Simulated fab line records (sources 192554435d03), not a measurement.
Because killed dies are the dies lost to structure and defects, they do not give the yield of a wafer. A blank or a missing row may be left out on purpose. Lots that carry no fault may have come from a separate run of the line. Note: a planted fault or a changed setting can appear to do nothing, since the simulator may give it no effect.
fab line records | flow n5-finfet
record: lots: 4 | wafers: 12 | last-day: 15
route steps=1938 shown BEOL_M7@1299 BEOL_M8@1332 PASSIVATION@1936
lots with no fault: from the same line, run without faults
start-h: the number of hours between the record's first day and the start of the first shown wafer of the lot | wait-h: hours from the lot's prior step to this one | " repeats the value in the row above | L1.1+2: several wafers, shown together as one row | - no value present, or no start provided | * or withheld: withheld | < > ~ a bound
route shown NAME@n: NAME is a module with steps in the file, n the number in the route of the first one | usual: mean and standard deviation over wafers with no fault | same: alike in all rows | chamber/n: place in a boat | sites: readings site by site | _std_site: standard deviation of those values | _edge_site: mean of outer sites minus mean of inner sites | radius-mm: how far each site lies from the wafer's centre | mask NAME#n: copy n | behind: the tool/chamber that last shaped the wafer | hold: reason for holding the lot/hours on hold/outcome of the hold | device: the transistor (n, p or np) that didn't switch | end of line: the tests these same wafers got at the end of their route | step lacking rows: just its recipe | killed: dies that structure and defects cost at the first sort, which is not the same as the wafer's yield | map: a wafer's dies, x killed, . not, _ none there
set.NAME: the setting as run; set.NAME@STEP: as run at that earlier step | model.NAME: the simulator's own value behind a step, which no gauge read
lots seen at some steps along the route; tables by step, rows by wafer
services: the hour from which a tool's chamber was out of use, counted from the record's first day as start-h (under 0 if before that day), plus the number of hours and why
== steps ==
step: N5_BEOL_M7_DESCUM_33
recipe: chemistry: O2 | time-s: 7 | source-power-w: 50 | bias-power-w: 20 | pressure-mtorr: 20 | rf-frequency-hz: 2.712e+07 | temp-c: 40 | resist: CAR-EUV | o2-flow-sccm: 225
step: N5_BEOL_M7_ETCH_72
recipe: chemistry: N2/H2 | target: underlayer | target-depth-a: 65 | mask-material: CAR-EUV | time-s: 5.2 | ion-energy-ev: 200 | pressure-mtorr: 30 | source-w: 840 | bias-w: 150 | n2-flow-sccm: 200 | h2-flow-sccm: 200 | ends: cleared
step: N5_BEOL_M7_ETCH_65
recipe: chemistry: CF4 | target: SiARC | target-depth-a: 156 | mask-material: CAR-EUV | time-s: 26 | ion-energy-ev: 80 | pressure-mtorr: 40 | source-w: 545 | bias-w: 36 | Ar_flow_sccm: 100 | cf4-flow-sccm: 100 | ends: cleared
step: N5_BEOL_M7_ETCH_66
recipe: chemistry: N2/H2 | target: SOC | target-depth-a: 800 | overetch-a: 160 | mask-material: SiARC | temp-c: 40 | time-s: 120 | ion-energy-ev: 200 | pressure-mtorr: 30 | source-w: 840 | bias-w: 150 | n2-flow-sccm: 200 | h2-flow-sccm: 200
step: N5_BEOL_M7_STRIP_69
recipe: chemistry: N2/H2 | temp-c: 40 | n2-flow-sccm: 200 | h2-flow-sccm: 200 | rf-frequency-hz: 6e+07
step: N5_BEOL_M7_STRIP_73
recipe: chemistry: N2/H2 | temp-c: 40 | n2-flow-sccm: 200 | h2-flow-sccm: 200 | rf-frequency-hz: 6e+07
step: N5_BEOL_M7_VIA_ETCH_34
recipe: chemistry: C4F6/O2 | target: SiCOH_lowk | target-depth-a: 1255 | mask-material: SOC | taper-deg: 4 | time-s: 50.5 | ion-energy-ev: 250 | pressure-mtorr: 30 | source-w: 345 | bias-w: 185 | Ar_flow_sccm: 300 | C4F6_flow_sccm: 10 | O2_flow_sccm: 10
step: N5_BEOL_M7_STRIP_76
recipe: chemistry: C4F6/O2 | resist: SiARC | rf-frequency-hz: 6e+07
step: N5_BEOL_M7_STRIP_36
recipe: chemistry: N2/H2 | power-w: 450 | temp-c: 40 | pressure-mtorr: 20 | rf-frequency-hz: 6e+07 | overash-fraction: 0.3 | bias-power-w: 7 | h2-frac: 0.5 | n2-flow-sccm: 200 | h2-flow-sccm: 200
step: N5_BEOL_M7_TRENCH_ETCH_37
recipe: chemistry: C4F6/O2 | target-depth-a: 934.78 | target: SiCOH_lowk | time-s: 31.2 | ion-energy-ev: 250 | pressure-mtorr: 30 | source-w: 345 | bias-w: 185 | Ar_flow_sccm: 300 | C4F6_flow_sccm: 10 | O2_flow_sccm: 10
step: N5_BEOL_M7_ETCH_41
recipe: chemistry: CH3F/O2 | target: SiCN | target-depth-a: 319 | taper-deg: 2 | time-s: 57.8 | ion-energy-ev: 120 | mask-material: TiN | pressure-mtorr: 30 | source-w: 395 | bias-w: 75 | Ar_flow_sccm: 150 | CH3F_flow_sccm: 30 | O2_flow_sccm: 20
usual: drypump-motor-current-A: 5.8/0.41 | oes-product-au: 0.78/0.059 | rf-vpp-V: 297.6/1.7 | showerhead-plenum-p-Torr: 2.02/0.085 | throttle-valve-pct: 16.30/0.27
lot.wafer | tool        | chamber | start-h | wait-h | drypump-motor-current-A | oes-product-au | rf-hours-counter-h | rf-vpp-V | showerhead-plenum-p-Torr | throttle-valve-pct
L422.1    | rie-diel-02 | 0       | 226.29  | -      | 5.1                     | 0.74           | 170                | 299.1    | 2.10                     | 16.67
L422.5    | "           | 0       | "       | "      | 5.1                     | 0.74           | -                  | 298.9    | 2.10                     | 16.66
L422.6    | "           | 1       | "       | "      | 5.7                     | 0.87           | -                  | 298.2    | 2.12                     | 16.00
L424.2    | rie-diel-02 | 2       | 245.09  | -      | 6.5                     | 0.77           | 102                | 294.5    | 1.92                     | 16.61
L424.4    | "           | 0       | "       | "      | 5.1                     | 0.74           | -                  | 299.8    | 2.10                     | 16.67
L424.5    | "           | 2       | "       | "      | 6.5                     | 0.76           | -                  | 295.3    | 1.92                     | 16.60
L428.1    | rie-diel-02 | 0       | 266.12  | -      | 5.1                     | 0.74           | 184                | 297.8    | 2.10                     | 16.69
L428.3    | "           | 1       | "       | "      | 5.6                     | 0.85           | 73                 | 298.7    | 2.11                     | 16.03
L428.4    | "           | 2       | "       | "      | 6.6                     | 0.76           | -                  | 295.8    | 1.92                     | 16.62
L432.2    | rie-diel-04 | 1       | 288.30  | -      | 5.5                     | 0.68           | 241                | 296.3    | 1.98                     | 16.49
L432.4    | "           | 0       | "       | "      | 5.6                     | 0.86           | 46                 | 296.3    | 1.94                     | 15.97
L432.6    | "           | 3       | "       | "      | 6.0                     | 0.84           | -                  | 299.8    | 2.02                     | 16.36
step: N5_BEOL_M7_STRIP_80
recipe: chemistry: N2/H2 | time-s: 10 | power-w: 450 | temp-c: 40 | pressure-mtorr: 20 | rf-frequency-hz: 6e+07 | bias-power-w: 7 | n2-flow-sccm: 200 | h2-flow-sccm: 200
step: N5_BEOL_M7_HM_STRIP_39
recipe: chemistry: peroxide-tin-strip | material: TiN | target-depth-a: 250 | temp-c: 50 | time-s: 158
step: N5_BEOL_M7_SRD_40
recipe: time-s: 30 | temp-c: 23 | rinse-liquid: diw | dry: ipa-marangoni
step: N5_BEOL_M7_PRECLEAN_42
recipe: chemistry: residue-remover | time-s: 60 | temp-c: 40
step: N5_BEOL_M7_SRD_43
recipe: time-s: 30 | temp-c: 23 | rinse-liquid: diw | dry: ipa-marangoni
step: N5_BEOL_M7_CURE_75
recipe: temp-c: 370 | time-s: 120 | ambient: DMADMS/He | material: SiCOH_lowk
step: N5_BEOL_M7_DEGAS_44
recipe: ambient: vacuum | temp-c: 250 | time-s: 60
step: N5_BEOL_M7_PRE_CLEAN_45
recipe: gas: H2/He | time-s: 30 | temp-c: 250
step: N5_BEOL_M7_ALD_77
recipe: material: TaN | target-thk-a: 20 | temp-c: 275 | ald-precursor-family: PDMAT | ald-co-reactant: NH3 | pressure-torr: 3 | carrier-flow-sccm: 1500 | pulse-time-s: 2 | purge-time-s: 3 | co-reactant-purge-time-s: 2 | co-reactant-pulse-time-s: 3 | ald-cycles: 40 | precursor-vessel-temp-c: 75 | precursor-vessel-pressure-torr: 26.25 | precursor-vessel-carrier-sccm: 1000
step: N5_BEOL_M7_SURFACE_TREAT_79
recipe: gas: Ar | time-s: * | ion-energy-ev: * | ion-current-ma-cm2: 0.5 | pressure-mtorr: * | ar-flow-sccm: 30
step: N5_BEOL_M7_CVD_78
recipe: material: Co | target-thk-a: 20 | temp-c: withheld | precursor: CCTBA/H2 | pressure-torr: 30 | time-s: 142.3
step: N5_BEOL_M7_SPUTTER_48
recipe: material: Cu | target-thk-a: 100 | temp-c: -20 | bias-v: 60 | power-w: 26000 | chamber-pressure-pa: 0.13 | time-s: 1.667
step: N5_BEOL_M7_ECD_50
recipe: material: Cu | target-thk-a: 3000
step: N5_BEOL_M7_ANNEAL_51
recipe: temp-c: 225 | time-s: 90 | ambient: N2
step: N5_BEOL_M7_CMP_52
recipe: stop-on: SiCOH_lowk | t-overpolish-s: 6.9 | down-force-psi: 1 | platen-rpm: 50 | clearing-platen-down-force-psi: 1.5 | clearing-platen-rpm: 50 | post-cmp-clean: cu-alkaline | target-thk-nm: 80 | clearing-platen-pad-velocity-m-s: 0.99484 | pad-velocity-m-s: 0.99484
step: N5_BEOL_M7_PRE_CLEAN_55
recipe: gas: NH3 | time-s: 15 | temp-c: withheld | rf-power-w: 300
step: N5_BEOL_M7_DEP_56
recipe: material: SiCN | target-thk-a: 100 | temp-c: withheld | precursor: 3MS/NH3 | pressure-torr: 3 | rf-w: 202 | time-s: 17.5
step: N5_BEOL_M8_ILD_DEP_00
recipe: material: SiCOH_lowk | target-thk-a: 1797.5 | temp-c: 300 | precursor: DEMS/porogen | pressure-torr: 5 | rf-w: 500 | time-s: 33.4
step: N5_BEOL_M8_CURE_74
recipe: temp-c: 385 | time-s: 240 | ambient: He/Ar | material: SiCOH_lowk
step: N5_BEOL_M8_PECVD_70
recipe: material: SiO2 | target-thk-a: 200 | temp-c: 400 | precursor: TEOS/O2 | pressure-torr: 5.5 | rf-w: 450 | teos-flow-sccm: 53.8 | gas: O2 | flow-sccm: 3000 | time-s: 22.7
step: N5_BEOL_M8_HM_DEP_02
recipe: material: TiN | target-thk-a: 200 | temp-c: 25 | chamber-pressure-pa: 0.49996
step: N5_BEOL_M8_COAT_59
recipe: resist: SOC | temp-c: 250 | time-s: 60 | spin-rpm: 1500 | resist-thk-nm: 100
step: N5_BEOL_M8_COAT_60
recipe: resist: SiARC | temp-c: 220 | time-s: 60 | spin-rpm: 1500 | resist-thk-nm: 35
step: N5_PASSIVATION_PROBE_49
usual: defect-limited-yield: 91.5/1.4 | killed_at_M0_to_M3: 32/9.7 | killed_at_M4_up: 14/5.3 | killed-at-contacts: 11/6 | killed-at-front-end: 39/14 | killed-at-other: 3.3/2.7 | killed-dies: 100/17 | killed-on-rim: 14/4 | killed-open: 66/13 | killed-short: 32/7.4 | sort_bin_5_function: 4.9/0.9 | sort_bin_6_memory: 3.2/0.72 | sort-n-pass: 1080/17 | sort-yield-pct: 91.5/1.4
same: gross-dies: 1180 | killed-at-back-side: 0 | sort_bin_4_leakage[%]: 0 | sort_bin_8_speed[%]: 0
lot.wafer | tool      | chamber | start-h | wait-h | defect-limited-yield[%] | killed_at_M0_to_M3 | killed_at_M4_up | killed-at-contacts | killed-at-front-end | killed-at-other | killed-dies | killed-on-rim | killed-open | killed-short | sort_bin_5_function[%] | sort_bin_6_memory[%] | sort-n-pass | sort-yield-pct[%]
L424.2    | prober-02 | -       | 322.86  | 0.1    | 86.8                    | 32                 | 89              | 9                  | 26                  | 0               | 156         | 28            | 54          | 27           | 7.5                    | 3.6                  | 1024        | 86.8
L424.4    | prober-02 | -       | 322.96  | 0.2    | 91.9                    | 45                 | 8               | 16                 | 24                  | 2               | 95          | 12            | 59          | 35           | 5.0                    | 2.8                  | 1085        | 91.9
L424.5    | prober-02 | -       | 323.01  | 0.2    | 84.7                    | 23                 | 102             | 25                 | 31                  | 0               | 181         | 28            | 74          | 25           | 9.7                    | 3.7                  | 999         | 84.7
L428.4    | prober-01 | -       | 337.54  | 0.2    | 85.6                    | 23                 | 93              | 4                  | 46                  | 4               | 170         | 32            | 63          | 30           | 8.7                    | 3.6                  | 1010        | 85.6
killed by level:class
L424.2 BEOL_M7:unspecified=74 BEOL_M3:geometric-particle:open=9 BEOL_M2:geometric-particle:open=8 MOL_CONTACT_COAG:geometric-particle:open=7 FIN_SAQP:geometric-particle:open=6 FIN_SAQP:geometric-particle:short=5 STI_FIN_REVEAL:geometric-particle:open=4 DUMMY_GATE:geometric-particle:open=4
L424.4 MOL_CONTACT_COAG:geometric-particle:open=12 BEOL_M0_SAQP:geometric-particle:short=10 BEOL_M2:geometric-particle:open=8 STI_FIN_REVEAL:geometric-particle:open=7 BEOL_M0_SAQP:geometric-particle:open=7 BEOL_M3:geometric-particle:open=6 BEOL_M1:geometric-particle:open=5 MOL_CONTACT_COAG:geometric-particle:short=4
L424.5 BEOL_M7:unspecified=81 MOL_CONTACT_COAG:geometric-particle:open=15 BEOL_M4:geometric-particle:open=13 MOL_CONTACT_COAG:geometric-particle:short=10 STI_FIN_REVEAL:geometric-particle:open=9 BEOL_M3:geometric-particle:open=7 STARTING-WAFER:geometric-particle:open=7 BEOL_M2:geometric-particle:open=6
L428.4 BEOL_M7:unspecified=76 FIN_SAQP:geometric-particle:open=15 FIN_SAQP:geometric-particle:short=14 STI_FIN_REVEAL:geometric-particle:open=9 BEOL_M4:geometric-particle:open=8 BEOL_M0_SAQP:geometric-particle:open=6 BEOL_M0_SAQP:geometric-particle:short=6 BEOL_M3:geometric-particle:open=5
map L424.5 (x killed, . not)
_________________x...........________________
______________..x.x............._____________
___________..............x...x...xx__________
__________...x......x...x....x......_________
________..x....x..x..................._______
_______........x......x....x....x..x...______
______......x...x.............xx....xx.._____
_____.......................x............____
____.......................x...........xx.___
___......x.....x.........x.................__
___.x...x...x..........................x...__
__..................x....x.................._
__...x..........................x..........._
_..................x.................x...x...
_...x.x................................x.....
_.x.........x................xx..............
_............xx.......................x..x.x.
_......x..x...x......................xx.xxxx.
_......x.......x...x................x.xxxxxxx
_......x...x...........x....x.......xxxxxxxxx
_...........................x.x.....xxxxxxxxx
__......x.................x....x....xxxxxxxx_
__....x....x.....x..x........x.x..xxxxxxxxxx_
___.......xxx....................xx.xxxxxxx__
___.............x.................xxxxxxxxx__
____..................x....x...x....xxxxxx___
_____.................x.x........x...xxxx____
______..............................xxxx_____
_______..........x...................xx______
________.....x.....................x.._______
__________..x..x.............x......_________
___________x........x..............__________
______________........x........._____________
_________________....xx......________________
map L428.4 (x killed, . not)
_________________.....x.x...x________________
______________................x._____________
___________.....x..........x..x....__________
__________.........................._________
________.............................._______
_______x....x..............x.........x.______
______...............................x.._____
_____...........x......x.................____
____...........x.....x....................___
___..xx.x..x.......x.......x..x..x..x.....x__
___......x.................x.....x.........__
__..............xx.........x.........x......_
__..............x..........................._
_x......x..............................xxx..x
_....................................x.x..x..
_x....x................xx..........x....x....
_............x....................x...x.x....
_..............x.....................xxxxxx..
_...................x....x..........xx.xxxxx.
_......x.x............................xxxxxxx
_........................xx....x....xxxxxxxxx
__x.......x................x........xxxxxxxx_
__........x.x................x....xxxxxxxxxx_
___................x.........x......xxxxxxx__
___......x.................x......x.xxxxxxx__
____..x.......x..................x.x.xxxxx___
_____..................x....x.......xxxxx____
______.x........x..................xxxxx_____
_______.........x......x...............______
________.....x..........x............._______
__________................x........._________
___________x...x.x..xx.............__________
______________..xx..........x.x._____________
_________________............________________
== services ==
tool        | chamber | start-h | hours | kind
rie-diel-02 | 3       | 240.22  | 32.8  | repair
rie-diel-04 | 1       | 279.44  | 3.4   | repair
== key ==
first-sign: step: N5_PASSIVATION_PROBE_49 | reading: killed_at_M4_up | direction: up | sigmas: 15 | usual: 14 | struck: 95
effect: step: N5_PASSIVATION_PROBE_49 | reading: defect-limited-yield | direction: down | sigmas: 4.1 | usual: 91.5 | struck: 85.7
more-kills-born-at: N5_BEOL_M7_ETCH_41@rie-diel-02: 231
met-at N5_BEOL_M7_ETCH_41
struck-wafers L424.2,L424.5,L428.4
fault: kind: chamber-particle-source | tool: rie-diel-02 | chamber: 2 | onset-h: 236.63 | steps: N5_BEOL_M7_ETCH_41 | rate-per-visit-cm2: 0.80892 | end-h: 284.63
